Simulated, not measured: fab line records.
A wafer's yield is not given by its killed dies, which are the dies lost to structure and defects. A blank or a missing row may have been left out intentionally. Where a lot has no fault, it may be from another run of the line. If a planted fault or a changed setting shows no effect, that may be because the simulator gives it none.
The tool behind it: which one? -- flow nand-harc -- 33 wafers from 11 lots sampled at 5 of the route's 1159 steps

== WHAT THE GAUGES READ, wafer by wafer ==
NHARC_P_M2_CD_MEAS_09: target cd 170 nm. Usual: cd-nm at 169.9 nm, with a standard deviation of 0.71.
lot,measured,on,cd-nm (nm),flag
L569,day 6 21:45,cd-sem-02,168.6 169.7 171.4,
L571,day 7 15:27,cd-sem-02,169.2 169.0 169.2,
L573,day 7 20:00,cd-sem-03,168.9 170.5 170.5,
L574,day 8 09:42,cd-sem-02,170.4 169.0 170.6,
L576,day 8 14:26,cd-sem-01,169.8 170.0 169.6,
L575,day 8 16:36,cd-sem-02,170.8 170.5 171.1,
L577,day 8 19:02,cd-sem-03,169.7 169.6 169.3,
L583,day 10 09:59,cd-sem-03,171.1 170.2 169.8,
L586,day 11 08:51,cd-sem-03,169.4 169.5 169.9,
L588,day 11 12:26,cd-sem-03,169.4 168.8 169.1,
L587,day 11 12:45,cd-sem-02,171.5 170.2 169.8,

NHARC_END_SORT_01. Usual: defect-limited-yield 95.8 %, standard deviation 1.3; killed-at-array 24, standard deviation 8.7; killed-at-other 0.8, standard deviation 1.2; killed-at-periphery 3.6, standard deviation 2.3; killed-dies 28, standard deviation 8.9; killed-open 3.2, standard deviation 1.9; killed-short 2.0, standard deviation 1.6; sort_bin_2_pct 1.3 %, standard deviation 0.57; sort_bin_3_pct 0.22 %, standard deviation 0.19; sort_bin_4_pct 2.7 %, standard deviation 0.89; sort-n-pass 649, standard deviation 8.9; sort-rim-yield-pct 95 %, standard deviation 3.1; sort-yield-pct 95.8 %, standard deviation 1.3.
lot,measured,on,defect-limited-yield (%),killed-at-array,killed-at-other,killed-at-periphery,killed-dies,killed-open,killed-short,sort_bin_2_pct (%),sort_bin_3_pct (%),sort_bin_4_pct (%),sort-n-pass,sort-rim-yield-pct (%),sort-yield-pct (%),flag
L574,day 21 16:46,prober-02,0 0 0,30 22 24,0 1 2,647 654 651,677 677 677,2 2 7,2 2 3,96.0 97.5 96.8,0.44 0.44 0.15,3.5 2.1 3.1,0 0 0,0 0 0,0 0 0,OFF
L576,day 21 16:42,prober-01,0 0 0,32 28 39,0 0 0,645 649 638,677 677 677,3 4 1,0 2 0,96.2 96.6 95.6,0.59 0.89 0.30,3.2 2.5 4.1,0 0 0,0 0 0,0 0 0,OFF
L577,day 22 22:02,prober-01,96.3 96.5 97.0,19 19 17,0 1 0,6 4 3,25 24 20,3 7 0,1 1 0,1.2 1.0 0.3,0.30 0.44 0.15,2.2 2.1 2.5,652 653 657,96 91 97,96.3 96.5 97.0,
L586,day 24 17:35,prober-02,96.0 94.7 93.8,25 33 39,0 0 0,2 3 3,27 36 42,5 3 5,1 3 1,1.6 1.2 2.8,0.30 0.44 0.44,2.1 3.7 3.0,650 641 635,92 98 100,96.0 94.7 93.8,

== WHAT TOOL EACH LOT RAN ON (gives the tool, then ch and the chambers of the sampled wafers, and finally the start) ==
lot,NHARC_P_M1_ETCH_35,NHARC_P_M2_DEP_00,NHARC_P_M2_DESCUM_14
L569,"rie-diel-07 ch 1,2, day 6 17:58","pecvd-04 ch 0,1,2, day 6 21:04","rie-diel-05 ch 0,1,2, day 6 21:56"
L571,"rie-diel-07 ch 1,3, day 7 11:03","pecvd-04 ch 0,2, day 7 14:47","rie-diel-06 ch 0,2,3, day 7 15:39"
L573,"rie-diel-08 ch 1,2,3, day 7 16:05","pecvd-04 ch 0,1, day 7 19:13","rie-diel-06 ch 1,2,3, day 7 20:12"
L574,"rie-diel-07 ch 0,1,3, day 8 04:45","pecvd-02 ch 0,2, day 8 08:05","rie-diel-05 ch 0,2,3, day 8 09:53"
L576,"rie-diel-07 ch 0,1,2, day 8 09:58","pecvd-01 ch 0,1,2, day 8 13:02","rie-diel-05 ch 0,2,3, day 8 14:39"
L575,"rie-diel-11 ch 1,2,3, day 8 12:40","pecvd-01 ch 0,2, day 8 15:49","rie-diel-05 ch 1,2,3, day 8 16:47"
L577,"rie-diel-08 ch 0,3, day 8 15:08","pecvd-01 ch 0,2, day 8 18:15","rie-diel-06 ch 0,2,3, day 8 19:17"
L583,"rie-diel-11 ch 1,2, day 10 06:13","pecvd-01 ch 0,1, day 10 09:16","rie-diel-05 ch 1,3, day 10 10:11"
L586,"rie-diel-07 ch 0,2, day 11 04:50","pecvd-02 ch 0,1,2, day 11 08:03","rie-diel-05 ch 0,2,3, day 11 09:03"
L588,"rie-diel-08 ch 1,2,3, day 11 08:34","pecvd-02 ch 0,1, day 11 11:41","rie-diel-05 ch 0,3, day 11 12:38"
L587,"rie-diel-11 ch 0,2,3, day 11 08:50","pecvd-02 ch 0,1, day 11 11:53","rie-diel-05 ch 0,2,3, day 11 12:56"
- NHARC_P_M1_ETCH_35: etches the open film in N2/H2, target depth 40 nm, overetch 12 nm, time 43.94 s.
- NHARC_P_M2_DEP_00: deposits SiOC, target thk 182.5 nm.
- NHARC_P_M2_DESCUM_14: chemistry O2, time 3 s.

== WHAT THE TOOLS THEMSELVES READ (means of the sampled wafers that have a number; where no wafer has one, the mark that the record gives instead) ==
NHARC_P_M1_ETCH_35. Usual: drypump-motor-current-A 5.8 A, standard deviation 0.41; h2-flow-sccm 150.0 sccm, standard deviation 0.43; mfc-ar-sccm 0.006 sccm, standard deviation 0.0091; n2-flow-sccm 150.0 sccm, standard deviation 0.43; oes-product-au 1.001 a.u., standard deviation 0.013; rf-vpp-V 430.1 V, standard deviation 2.5; showerhead-plenum-p-Torr 2.02 Torr, standard deviation 0.091; throttle-valve-pct 14.171 %, standard deviation 0.0097.
lot,tool,drypump-motor-current-A (A),h2-flow-sccm (sccm),mfc-ar-sccm (sccm),n2-flow-sccm (sccm),oes-product-au (a.u.),rf-vpp-V (V),showerhead-plenum-p-Torr (Torr),throttle-valve-pct (%),flag
L569,rie-diel-07,6.0,149.7,0.012,149.3,0.994,430.1,2.03,14.168,
L571,rie-diel-07,6.2,149.5,0.012,150.1,1.004,427.2,1.92,14.174,
L573,rie-diel-08,5.8,149.9,0.000,150.0,1.009,429.9,1.99,14.167,
L574,rie-diel-07,6.0,150.0,0.009,149.7,1.009,429.3,1.97,14.168,
L576,rie-diel-07,5.9,149.9,0.009,149.8,1.002,430.9,2.02,14.163,
L575,rie-diel-11,5.6,149.7,0.003,150.2,1.015,431.5,2.06,14.174,
L577,rie-diel-08,5.5,149.5,0.011,150.4,1.001,431.7,2.09,14.175,
L583,rie-diel-11,5.6,149.9,0.003,149.3,1.008,428.3,1.98,14.168,
L586,rie-diel-07,5.8,150.4,0.003,149.8,0.985,431.4,2.05,14.170,
L588,rie-diel-08,5.8,149.8,0.000,149.8,1.003,428.4,1.99,14.178,
L587,rie-diel-11,5.6,150.0,0.003,149.9,1.009,429.3,2.02,14.174,

NHARC_P_M2_DESCUM_14. Usual: drypump-motor-current-A 6.0 A, standard deviation 0.38; mfc-ar-sccm 0.014 sccm, standard deviation 0.013; o2-flow-sccm 199.9 sccm, standard deviation 0.71; oes-product-au 1.002 a.u., standard deviation 0.012; rf-vpp-V 57.7 V, standard deviation 0.85; showerhead-plenum-p-Torr 1.89 Torr, standard deviation 0.096; throttle-valve-pct 11.311 %, standard deviation 0.0088.
lot,tool,drypump-motor-current-A (A),mfc-ar-sccm (sccm),o2-flow-sccm (sccm),oes-product-au (a.u.),rf-vpp-V (V),showerhead-plenum-p-Torr (Torr),throttle-valve-pct (%),flag
L569,rie-diel-05,5.9,0.016,200.1,0.994,57.5,1.85,11.316,
L571,rie-diel-06,5.7,0.026,199.5,0.997,58.2,1.88,11.306,
L573,rie-diel-06,5.8,0.013,200.1,1.006,57.9,1.91,11.313,
L574,rie-diel-05,6.1,0.012,200.1,1.005,57.6,1.88,11.318,
L576,rie-diel-05,6.1,0.012,199.8,1.010,57.0,1.88,11.315,
L575,rie-diel-05,6.3,0.011,199.6,1.008,56.6,1.93,11.310,
L577,rie-diel-06,5.7,0.026,199.9,0.992,58.0,1.88,11.307,
L583,rie-diel-05,6.5,0.014,199.8,1.011,58.3,2.01,11.309,
L586,rie-diel-05,6.1,0.012,200.0,1.017,57.6,1.88,11.304,
L588,rie-diel-05,5.9,0.021,199.3,1.002,56.8,1.88,11.317,
L587,rie-diel-05,6.1,0.012,200.2,1.009,58.0,1.88,11.313,

== THE ANSWER, worked out from the rows above alone ==
Rule: take the mean of a lot's wafers that have a number; if it is more than 3 standard deviations from the usual mean, the lot is off. A lot without any number at a reading at which 4 lots or more have one is off too. Any other lot the step has rows for is counted as sound. Order of review: gauges by route order, followed by the tools' own readings, for which a lot's mean as printed above is used. At the first step where some lot is off, the reading lying furthest off is the one used; lots without a number count as furthest.
Off, at NHARC_END_SORT_01 on killed-at-periphery: L574, L576. Neither off nor sound, because the step has no rows for them: L569, L571, L573, L575, L583, L588, L587.
A tool fits if, at a process step before that reading, it ran every lot that is off, and no sound lot after the first of them. The gauges at NHARC_END_SORT_01 are tried like those tools. None of those tried fits.

== WHAT THE SIMULATOR PUT IN ==
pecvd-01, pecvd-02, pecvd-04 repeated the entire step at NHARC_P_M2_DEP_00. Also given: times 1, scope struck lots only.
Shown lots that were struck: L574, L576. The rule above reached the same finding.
